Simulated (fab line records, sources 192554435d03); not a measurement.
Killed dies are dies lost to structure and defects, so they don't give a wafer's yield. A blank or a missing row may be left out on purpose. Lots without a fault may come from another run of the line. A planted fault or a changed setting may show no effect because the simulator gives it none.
fab line records | flow n5_finfet
record lots=10 wafers=26 last_day=16
route steps=1938 shown MOL_CONTACT_COAG@563 BEOL_M0_SAQP@635 BEOL_M4@1111 PASSIVATION@1936
lots that met no fault: from a run of the same line without faults
start_h: hours from the record's first day to the start of the lot's first wafer shown | wait_h: hours since the lot's step before | " the same as in the row above | L1.1+2: a row that stands for several wafers | - no value, or no start given | * or withheld: withheld | < > ~ a bound
route shown NAME@n: a module of which the file shows steps, and the number in the route of the first | usual: mean/standard deviation of fault-free wafers | same: alike in all rows | chamber/n: place in a boat | sites: the reading at each site | _std_site: their standard deviation | _edge_site: outer sites' mean less inner sites' | radius_mm: how far each site lies from the wafer's centre | mask NAME#n: copy n | behind: the tool/chamber that last shaped the wafer | hold: why the lot was held/for how many hours/how that ended | device: the transistor (n, p or np) that didn't switch | end of line: the same wafers' tests at the end of the route | a step without rows: its recipe alone | killed: dies lost to structure and defects at the first sort, not the wafer's yield | map: a wafer's dies, x killed, . not, _ none there
set.NAME: the setting as run; set.NAME@STEP: as run at that earlier step | model.NAME: the simulator's own value behind a step, which no gauge read
steps of the route over a sample of lots; a table a step, a row a wafer
services: from which hour (start_h, from the record's first day; less than 0 if before it) a tool's chamber was out of use, for how many hours, and why
## steps
# step N5_MOL_CONTACT_COAG_PECVD_31
# recipe material=SiO2 target_thk_a=460 temp_c=400 precursor=TEOS/O2 pressure_torr=6.5 rf_w=withheld teos_flow_sccm=withheld gas=O2 flow_sccm=2650 time_s=8.9
# columns lot.wafer tool chamber start_h wait_h
L378.1+5 pecvd-04 2,1 104.11 0.3
L379.3+4+6 pecvd-02 0,1,2 109.22 0.3
L380.3+4+6 pecvd-02 2,0,1 117.00 0.3
L384.1+2+5 pecvd-04 1,0,1 139.86 0.3
L387.3+4+5 pecvd-04 2,0,2 158.74 0.3
L389.5+6 pecvd-04 0,1 171.27 0.1
L390.1+4+5 pecvd-01 0,2,0 177.96 0.3
L392.2+4+6 pecvd-02 0,2,0 186.50 0.3
L396.4+5 pecvd-04 0,2 210.77 0.3
L397.1+4 pecvd-04 0,2 213.88 0.3
# step N5_MOL_CONTACT_COAG_ETCH_67
# recipe chemistry=N2/H2 target=SOC target_depth_a=600 overetch_a=210 mask_material=SiARC temp_c=40 time_s=101.2 ion_energy_ev=200 pressure_mtorr=30 source_w=840 bias_w=150 n2_flow_sccm=200 h2_flow_sccm=200
# usual drypump_motor_current_A=5.67/0.29 oes_product_au=0.67/0.063 rf_fwd_power_W=835.7/2.6 rf_vpp_V=524.5/2.3 showerhead_plenum_p_Torr=2.57/0.079 throttle_valve_pct=17.90/0.27
# columns lot.wafer tool chamber start_h wait_h drypump_motor_current_A oes_product_au rf_fwd_power_W rf_hours_counter_h rf_vpp_V showerhead_plenum_p_Torr throttle_valve_pct
L378.1 rie_diel-01 3 106.72 0.0 5.55 0.73 830.1 38 523.7 2.59 17.88
L378.5 " 2 " " 5.90 0.59 834.0 - 519.5 2.42 18.25
L379.3 rie_diel-01 0 112.05 0.0 5.14 0.76 840.2 11 525.4 2.64 17.83
L379.4 " 2 " " 5.85 0.59 832.6 219 520.6 2.42 18.26
L379.6 " 1 " " 5.57 0.62 843.3 - 526.7 2.66 18.31
L380.3 rie_diel-01 0 120.34 0.0 5.15 0.76 837.4 14 525.7 2.64 17.86
L380.4 " 1 " " 5.56 0.63 837.3 175 526.2 2.65 18.33
L380.6 " 1 " " 5.56 0.63 836.7 - 527.8 2.65 18.33
L384.1 rie_diel-04 1 142.10 0.0 5.41 0.60 835.4 202 523.3 2.51 17.57
L384.2 " 0 " " 6.21 0.74 832.2 31 524.3 2.60 17.62
L384.5 " 1 " " 5.42 0.60 831.2 - 522.7 2.51 17.58
L387.3 rie_diel-06 3 160.99 0.0 6.05 0.70 834.7 93 525.2 2.56 17.58
L387.4 " 3 " " 6.04 0.69 833.7 - 523.3 2.56 17.59
L387.5 " 1 " " 5.92 0.57 837.4 - 525.6 2.60 17.97
L389.5 rie_diel-06 3 173.62 0.0 6.05 0.68 833.1 - 523.8 2.56 17.58
L389.6 " 0 " " 5.53 0.71 836.5 - 521.9 2.51 17.68
L390.1 rie_diel-04 3 181.00 0.0 6.20 0.68 833.8 79 521.6 2.45 17.52
L390.4 " 2 " " 5.46 0.59 836.6 195 527.4 2.64 17.65
L390.5 " 1 " " 5.40 0.59 839.4 - 523.5 2.51 17.61
L392.2 rie_diel-01 1 190.54 0.0 5.58 0.61 836.1 198 526.5 2.64 18.36
L392.4 " 0 " " 5.15 0.73 837.7 38 525.3 2.63 17.90
L392.6 " 1 " " 5.57 0.61 832.6 - 524.9 2.64 18.35
L396.4 rie_diel-06 0 213.64 0.0 5.56 0.68 834.2 - 521.5 2.50 17.72
L396.5 " 2 " " 5.68 0.68 836.0 - 525.4 2.54 17.87
L397.1 rie_diel-01 0 216.26 0.0 5.13 0.72 838.3 47 525.0 2.63 17.91
L397.4 " 2 " " 5.85 0.83 836.4 1 528.4 2.72 17.95
# step N5_MOL_CONTACT_COAG_STRIP_72
# recipe chemistry=N2/H2 power_w=450 temp_c=40 pressure_mtorr=20 rf_frequency_hz=6e+07 overash_fraction=3 bias_power_w=7 h2_frac=0.5 n2_flow_sccm=200 h2_flow_sccm=200
# usual drypump_motor_current_A=5.67/0.29 oes_product_au=0.80/0.08 power_w=450.1/1.2 rf_vpp_V=59.2/1.9 showerhead_plenum_p_Torr=2.56/0.079 throttle_valve_pct=23.8/0.32
# columns lot.wafer tool chamber start_h wait_h drypump_motor_current_A oes_product_au power_w rf_hours_counter_h rf_vpp_V showerhead_plenum_p_Torr throttle_valve_pct
L378.1 rie_diel-01 3 106.96 0.0 5.55 0.90 449.7 38 59.9 2.58 23.7
L378.5 " 2 " " 5.83 0.70 449.1 - 59.9 2.41 24.0
L379.3 rie_diel-01 0 112.29 0.0 5.12 0.93 448.9 11 59.4 2.64 23.8
L379.4 " 2 " " 5.87 0.69 450.6 219 57.7 2.41 24.0
L379.6 " 1 " " 5.57 0.76 451.2 - 57.7 2.65 24.3
L380.3 rie_diel-01 0 120.59 0.0 5.11 0.89 450.9 14 61.3 2.64 23.8
L380.4 " 1 " " 5.55 0.75 450.6 175 59.5 2.65 24.3
L380.6 " 1 " " 5.55 0.74 448.8 - 61.4 2.65 24.3
L384.1 rie_diel-04 1 142.34 0.0 5.44 0.71 448.9 202 59.9 2.51 23.2
L384.2 " 0 " " 6.20 0.90 450.2 31 61.3 2.60 23.7
L384.5 " 1 " " 5.43 0.71 448.4 - 53.5 2.51 23.1
L387.3 rie_diel-06 3 161.24 0.0 6.07 0.83 450.5 93 61.4 2.56 23.4
L387.4 " 3 " " 6.08 0.83 448.9 - 63.3 2.56 23.4
L387.5 " 1 " " 5.96 0.68 450.2 - 59.7 2.60 23.7
L389.5 rie_diel-06 3 173.86 0.0 6.04 0.81 451.7 - 61.3 2.56 23.4
L389.6 " 0 " " 5.58 0.83 448.6 - 59.4 2.51 23.7
L390.1 rie_diel-04 3 181.24 0.0 6.13 0.79 451.0 79 59.3 2.44 23.3
L390.4 " 2 " " 5.47 0.71 450.7 196 58.7 2.63 23.5
L390.5 " 1 " " 5.43 0.68 451.4 - 58.4 2.50 23.2
L392.2 rie_diel-01 1 190.78 0.0 5.56 0.74 449.8 198 58.8 2.64 24.4
L392.4 " 0 " " 5.15 0.87 450.7 38 59.5 2.63 23.9
L392.6 " 1 " " 5.57 0.75 449.3 - 57.8 2.64 24.4
L396.4 rie_diel-06 0 213.88 0.0 5.60 0.84 449.9 - 57.9 2.50 23.7
L396.5 " 2 " " 5.66 0.81 450.5 - 60.1 2.54 23.6
L397.1 rie_diel-01 0 216.51 0.0 5.14 0.84 449.3 47 61.0 2.62 23.9
L397.4 " 2 " " 5.82 1.02 451.1 1 55.2 2.72 23.8
# step N5_MOL_CONTACT_COAG_THK_MEAS_53
# recipe reads=SiO2_of_MOL_CONTACT_COAG_PECVD_31
# usual VIA_MOL_THK=44.0/0.73
# columns lot.wafer tool chamber start_h wait_h VIA_MOL_THK[nm]
L378.1 film_metro-02 - 107.94 - 42.4
L378.5 " - " " 44.5
L379.3 film_metro-02 - 113.49 - 43.9
L379.4 " - " " 44.8
L379.6 " - " " 43.9
L380.3 film_metro-01 - 121.56 - 42.8
L380.4 " - " " 45.2
L380.6 " - " " 44.3
L384.1 film_metro-02 - 143.32 - 43.7
L384.2 " - " " 43.3
L384.5 " - " " 45.1
L387.3 film_metro-01 - 162.22 - 43.1
L387.4 " - " " 44.0
L387.5 " - " " 43.9
L389.5 film_metro-02 - 174.81 - 43.3
L389.6 " - " " 44.8
L390.1 film_metro-01 - 182.25 - 43.9
L390.4 " - " " 44.0
L390.5 " - " " 43.9
L392.2 film_metro-02 - 191.80 - 43.7
L392.4 " - " " 43.2
L392.6 " - " " 44.0
L396.4 film_metro-01 - 214.83 - 48.6
L396.5 " - " " 48.3
L397.1 film_metro-01 - 217.48 - 43.4
L397.4 " - " " 47.0
# step N5_BEOL_M0_SAQP_PECVD_03
# recipe material=SiCN target_thk_a=120 temp_c=withheld precursor=3MS/NH3 pressure_torr=3 rf_w=202 time_s=21.1
# usual rf_fwd_power_W=199.1/1 showerhead_plenum_p_Torr=3.669/0.01 throttle_valve_pct=9.1/0.43
# columns lot.wafer tool chamber start_h wait_h rf_fwd_power_W showerhead_plenum_p_Torr throttle_valve_pct
L378.1 pecvd-02 1 113.37 0.1 198.5 3.661 9.4
L378.5 " 1 " " 197.1 3.648 9.3
L379.3 pecvd-04 1 117.17 0.1 199.0 3.673 8.8
L379.4 " 0 " " 198.2 3.663 9.0
L379.6 " 1 " " 199.3 3.676 9.1
L380.3 pecvd-02 0 126.31 0.1 200.2 3.660 9.7
L380.4 " 0 " " 199.8 3.672 9.4
L380.6 " 2 " " 197.4 3.663 9.0
L384.1 pecvd-03 1 148.32 0.1 199.6 3.686 9.1
L384.2 " 0 " " 198.5 3.673 8.2
L384.5 " 0 " " 198.2 3.677 8.3
L387.3 pecvd-03 1 167.73 0.1 199.6 3.689 9.2
L387.4 " 0 " " 198.4 3.675 8.5
L387.5 " 1 " " 199.7 3.685 9.4
L389.5 pecvd-02 1 179.15 0.0 199.1 3.665 9.6
L389.6 " 0 " " 200.1 3.667 9.5
L390.1 pecvd-04 0 187.02 0.1 199.9 3.663 8.9
L390.4 " 2 " " 199.5 3.656 9.6
L390.5 " 0 " " 198.9 3.663 9.2
L392.2 pecvd-02 1 195.48 0.1 198.8 3.666 9.4
L392.4 " 2 " " 197.0 3.661 8.7
L392.6 " 0 " " 200.8 3.664 9.5
L396.4 pecvd-03 1 219.00 0.1 199.3 3.688 9.3
L396.5 " 0 " " 199.3 3.675 8.3
L397.1 pecvd-04 0 223.36 0.1 199.1 3.669 9.3
L397.4 " 2 " " 199.2 3.659 9.7
# step N5_BEOL_M4_RC_MEAS_101
# usual DIBL_N=36.0/2.2 DIBL_P=35.9/2.6 IOFF_N=0.16/0.038 IOFF_P=0.21/0.042 ION_N=675/15 ION_P=463/10 SS_N=71.5/0.62 SS_P=73.2/0.76 VT_N=250/4.1 VT_P=-251/3.6
# columns lot.wafer tool chamber start_h wait_h DIBL_N[mV/V] DIBL_P[mV/V] IOFF_N[nA/um] IOFF_P[nA/um] ION_N[uA/um] ION_P[uA/um] SS_N[mV/dec] SS_P[mV/dec] VT_N[mV] VT_P[mV]
L378.1 prober-01 0 168.74 0.0 37.3 37.3 0.17 0.21 674 461 71.5 73.2 251 -254
L378.5 " 0 " " 35.4 35.0 0.14 0.19 667 454 71.6 72.4 251 -253
L379.3 prober-02 0 168.92 0.3 36.3 37.2 0.17 0.21 675 458 72.3 73.5 249 -252
L379.4 " 0 " " 35.1 36.8 0.15 0.19 662 454 71.6 73.3 251 -252
L379.6 " 0 " " 32.8 34.1 0.12 0.16 672 463 70.7 72.1 253 -255
L380.3 prober-02 0 194.41 0.3 33.3 33.6 0.12 0.15 657 446 70.9 73.0 253 -255
L380.4 " 0 " " 36.6 37.5 0.17 0.20 680 458 72.6 73.8 247 -251
L380.6 " 0 " " 34.8 34.4 0.14 0.15 656 444 71.8 73.3 251 -255
L384.1 prober-01 0 214.28 0.0 36.5 35.6 0.15 0.20 672 462 71.5 73.3 249 -249
L384.2 " 0 " " 34.2 34.0 0.13 0.19 682 473 70.9 72.4 253 -250
L384.5 " 0 " " 35.0 34.3 0.13 0.19 673 465 70.7 72.6 251 -249
L387.3 prober-01 0 227.78 0.3 32.1 32.0 0.11 0.13 679 457 70.8 71.7 251 -258
L387.4 " 0 " " 37.1 37.1 0.16 0.19 687 463 72.5 72.6 250 -254
L387.5 " 0 " " 35.9 37.0 0.15 0.20 676 453 71.3 72.6 247 -252
L389.5 prober-01 0 247.91 0.6 34.9 34.8 0.14 0.18 681 466 71.4 72.5 250 -250
L389.6 " 0 " " 35.5 36.6 0.15 0.20 666 456 71.6 73.4 246 -254
L390.1 prober-02 0 253.67 0.0 35.7 35.0 0.15 0.19 671 464 70.9 72.2 248 -250
L390.4 " 0 " " 32.8 31.4 0.11 0.15 670 458 70.7 72.1 253 -254
L390.5 " 0 " " 36.7 34.6 0.16 0.19 669 457 71.8 72.8 249 -250
L392.2 prober-01 0 264.52 0.2 35.9 34.9 0.14 0.17 670 458 71.9 73.3 253 -257
L392.4 " 0 " " 34.5 34.9 0.14 0.17 656 452 71.3 74.0 248 -256
L392.6 " 0 " " 33.3 32.4 0.10 0.15 632 438 71.4 73.3 254 -259
L396.4 prober-02 0 281.58 0.5 39.9 42.4 0.22 0.29 696 482 72.1 73.9 245 -248
L396.5 " 0 " " 38.5 39.0 0.20 0.25 689 472 71.6 73.0 246 -250
L397.1 prober-02 0 293.57 0.0 38.0 39.0 0.20 0.25 685 465 72.1 74.5 248 -251
L397.4 " 0 " " 34.1 34.3 0.13 0.18 664 458 71.3 73.1 253 -254
# step N5_PASSIVATION_PROBE_49
# usual defect_limited_yield=91.4/1.6 killed_at_M0_to_M3=35/10 killed_at_M4_up=12/4.7 killed_at_contacts=12/5.8 killed_at_front_end=38/12 killed_at_other=4/3.2 killed_dies=102/18 killed_open=68/14 killed_short=32/8 sort_bin_5_function=5.1/0.96 sort_bin_6_memory=3.2/0.77 sort_bin_8_speed=0.1/0.39 sort_n_pass=1078/20 sort_yield_pct=91.3/1.7
# same gross_dies=1180 killed_at_back_side=0 sort_bin_4_leakage[%]=0
# columns lot.wafer tool chamber start_h wait_h defect_limited_yield[%] killed_at_M0_to_M3 killed_at_M4_up killed_at_contacts killed_at_front_end killed_at_other killed_dies killed_open killed_short sort_bin_5_function[%] sort_bin_6_memory[%] sort_bin_8_speed[%] sort_n_pass sort_yield_pct[%]
L378.1 prober-02 - 275.55 0.0 93.6 31 10 7 24 4 76 45 30 3.8 2.4 0 1104 93.6
L378.5 prober-02 - 275.75 0.2 90.9 31 23 10 36 7 107 78 21 4.5 3.7 0 1073 90.9
L387.3 prober-02 - 337.05 0.1 92.7 36 10 5 31 4 86 48 36 5.2 1.9 0 1094 92.7
L387.4 prober-02 - 337.10 0.2 91.0 40 17 6 40 3 106 70 34 4.4 4.1 0 1074 91.0
L387.5 prober-02 - 337.15 0.2 92.4 31 13 10 34 2 90 57 33 4.3 3.1 0 1090 92.4
L390.1 prober-01 - 359.75 0.5 92.1 29 14 12 36 2 93 69 24 4.9 2.4 0 1087 92.1
L390.4 prober-01 - 359.90 0.6 92.7 27 9 15 30 5 86 53 32 5.3 1.9 0 1094 92.7
L390.5 prober-01 - 359.95 0.7 91.8 29 13 12 40 3 97 69 25 4.7 3.3 0 1083 91.8
L397.1 prober-01 - 394.30 0.0 93.0 18 8 10 35 12 83 52 31 4.4 2.5 0 1097 93.0
L397.4 prober-01 - 394.45 0.2 90.4 30 12 11 52 8 113 79 34 6.4 3.1 0 1067 90.4
# killed by level:class
L378.1 BEOL_M2:geometric_particle:open=8 BEOL_M0_SAQP:geometric_particle:short=7 BEOL_M3:geometric_particle:open=5 MOL_CONTACT_COAG:geometric_particle:open=4 GATE_CUT:geometric_particle:short=4 STI_FIN_REVEAL:geometric_particle:open=3 BEOL_M0_SAQP:geometric_particle:open=3 MOL_CONTACT_COAG:geometric_particle:short=3
L378.5 MOL_CONTACT_COAG:geometric_particle:open=10 BEOL_M1:geometric_particle:open=10 BEOL_M4:geometric_particle:open=9 GATE_CUT:geometric_particle:open=7 BEOL_M2:geometric_particle:open=7 HKMG_FIN:area_etch=7 FIN_SAQP:geometric_particle:open=6 FIN_SAQP:geometric_particle:short=5
L387.3 BEOL_M0_SAQP:geometric_particle:short=11 BEOL_M1:geometric_particle:open=8 BEOL_M0_SAQP:geometric_particle:open=8 FIN_SAQP:geometric_particle:short=4 DUMMY_GATE:geometric_particle:open=4 GATE_CUT:geometric_particle:short=4 MOL_CONTACT_COAG:geometric_particle:open=4 BEOL_M4:geometric_particle:open=4
L387.4 BEOL_M0_SAQP:geometric_particle:open=12 BEOL_M4:geometric_particle:open=11 BEOL_M1:geometric_particle:open=9 DUMMY_GATE:geometric_particle:open=6 BEOL_M0_SAQP:geometric_particle:short=6 BEOL_M3:geometric_particle:open=6 FIN_SAQP:geometric_particle:short=5 FIN_SAQP:geometric_particle:open=5
L387.5 FIN_SAQP:geometric_particle:short=14 BEOL_M1:geometric_particle:open=11 BEOL_M4:geometric_particle:open=8 FIN_SAQP:geometric_particle:open=6 MOL_CONTACT_COAG:geometric_particle:open=6 BEOL_M0_SAQP:geometric_particle:open=6 BEOL_M2:geometric_particle:short=5 MOL_CONTACT_COAG:geometric_particle:short=4
L390.1 BEOL_M0_SAQP:geometric_particle:open=10 GATE_CUT:geometric_particle:open=9 MOL_CONTACT_COAG:geometric_particle:open=9 FIN_SAQP:geometric_particle:open=7 BEOL_M0_SAQP:geometric_particle:short=6 BEOL_M2:geometric_particle:open=6 DUMMY_GATE:geometric_particle:open=5 BEOL_M4:geometric_particle:open=5
L390.4 STI_FIN_REVEAL:geometric_particle:open=12 BEOL_M0_SAQP:geometric_particle:short=12 MOL_CONTACT_COAG:geometric_particle:open=11 BEOL_M0_SAQP:geometric_particle:open=8 GATE_CUT:geometric_particle:short=4 MOL_CONTACT_COAG:geometric_particle:short=4 PASS1_CAP:geometric_particle:open=4 GATE_CUT:geometric_particle:open=3
L390.5 STI_FIN_REVEAL:geometric_particle:open=8 MOL_CONTACT_COAG:geometric_particle:open=8 BEOL_M0_SAQP:geometric_particle:open=8 BEOL_M1:geometric_particle:open=7 BEOL_M7:geometric_particle:open=7 FIN_SAQP:geometric_particle:short=6 BEOL_M2:geometric_particle:open=6 DUMMY_GATE:geometric_particle:open=5
L397.1 STI_FIN_REVEAL:geometric_particle:open=15 MIM_TOP:geometric_particle:short=8 FIN_SAQP:geometric_particle:short=6 MOL_CONTACT_COAG:geometric_particle:short=5 DUMMY_GATE:geometric_particle:open=5 MOL_CONTACT_COAG:geometric_particle:open=5 BEOL_M2:geometric_particle:open=5 BEOL_M4:geometric_particle:open=5
L397.4 STI_FIN_REVEAL:geometric_particle:open=16 BEOL_M2:geometric_particle:open=10 MOL_CONTACT_COAG:geometric_particle:open=9 DUMMY_GATE:geometric_particle:open=8 FIN_SAQP:geometric_particle:short=6 BEOL_M3:geometric_particle:open=6 FIN_SAQP:geometric_particle:open=5 BEOL_M4:geometric_particle:open=5
## services
# columns tool chamber start_h hours kind
pecvd-01 - 94.47 1.4 repair
rie_diel-04 0 102.22 2.3 repair
pecvd-01 0 129.78 5.5 scheduled_down
pecvd-02 0 142.67 2.1 scheduled_down
rie_diel-06 0 155.65 13.1 repair
pecvd-02 2 158.51 5.0 scheduled_down
pecvd-04 - 168.14 0.8 repair
rie_diel-01 1 173.91 5.0 repair
pecvd-04 2 177.30 2.1 scheduled_down
pecvd-03 2 178.89 16.5 scheduled_down
rie_diel-06 1 187.11 16.2 repair
pecvd-04 2 187.96 5.0 scheduled_down
rie_diel-01 2 201.16 - clean
rie_diel-01 2 201.16 - consumable_replace:focus_ring
rie_diel-01 2 201.16 - consumable_replace:showerhead
rie_diel-01 2 201.16 13.0 scheduled_down
rie_diel-01 2 201.16 13.0 vent_cycle
pecvd-02 2 202.38 - clean
pecvd-02 2 202.38 - consumable_replace:showerhead
pecvd-02 2 202.38 29.0 scheduled_down
pecvd-02 2 202.38 29.0 vent_cycle
rie_diel-04 1 204.77 9.1 repair
pecvd-03 0 209.19 2.1 scheduled_down
pecvd-04 1 215.42 16.5 scheduled_down
## key
first_sign step=N5_MOL_CONTACT_COAG_THK_MEAS_53 reading=VIA_MOL_THK direction=up sigmas=5.4 usual=44.0 struck=47.9
effect none on later readings
met_at N5_MOL_CONTACT_COAG_PECVD_31
struck_lots L396,L397
struck_wafers L396.4,L396.5,L397.4
not_acting_at N5_MOL_CONTACT_COAG_ETCH_67,N5_MOL_CONTACT_COAG_STRIP_72,N5_BEOL_M0_SAQP_PECVD_03
onset_between 171.27 210.77
fault kind=process_parameter_drift tool=pecvd-04 chamber=- onset_h=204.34 steps=N5_MOL_CONTACT_COAG_PECVD_31 channel=time_s offset=* shape=step end_h=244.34 scope=struck_wafers_only acts_in=* stated=*
